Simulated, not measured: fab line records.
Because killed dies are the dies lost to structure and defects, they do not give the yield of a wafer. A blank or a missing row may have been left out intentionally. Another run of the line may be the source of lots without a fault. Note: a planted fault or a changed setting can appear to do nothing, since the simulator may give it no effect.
Chamber matching ; flow n5Finfet ; aldMetal-02 running N5_HKMG_FIN_ALD_36: 4 sister chambers
The step deposits TiN, target thk 1 nm, pulse time 1 s, purge time 3 s. 8 wafers are shown with their chamber, then 7 later ones without.

## EACH WAFER AND ITS CHAMBER
wafer;chamber;heaterPowerW (W);precursorPulseHeightRel
L080.1;2;851;0.978
L088.4;3;805;1.013
L088.6;0;933;1.019
L090.3;1;806;1.020
L090.4;2;861;0.971
L090.5;1;801;0.959
L091.1;3;815;0.985
L091.2;0;923;0.977

## WAFERS WHOSE CHAMBER IS MISSING
wafer;heaterPowerW (W);precursorPulseHeightRel
L091.5;937;1.029
L095.1;801;1.002
L095.2;799;1.003
L095.3;851;0.973
L096.2;844;0.987
L096.3;920;0.969
L096.4;798;1.055

## THE CHAMBER EACH PASSED THROUGH
wafer;from the rows above;in truth
L091.5;0;0
L095.1;can't be placed: 1 or 3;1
L095.2;can't be placed: 1 or 3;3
L095.3;2;2
L096.2;2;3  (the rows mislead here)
L096.3;0;0
L096.4;can't be placed: 1 or 3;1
Correct placement for 3 of the 7. These rows do not allow placing 3 (true chamber among the candidates in 3). Number placed wrongly: 1.
How it was worked out, from the rows above alone: a wafer's distance from a chamber is the root of the sum, over the readings, of the square of ((its reading less the chamber's mean) divided by the reading's scatter). If the next closest chamber is less than 2 further off than the closest, the wafer can't be placed; otherwise it belongs to the closest. The mean given for a chamber averages the wafers shown for that chamber. How the scatter is found: for the shown wafers, subtract from each reading the mean of its chamber, square and add these, divide the total by (wafers less chambers), then take the root.
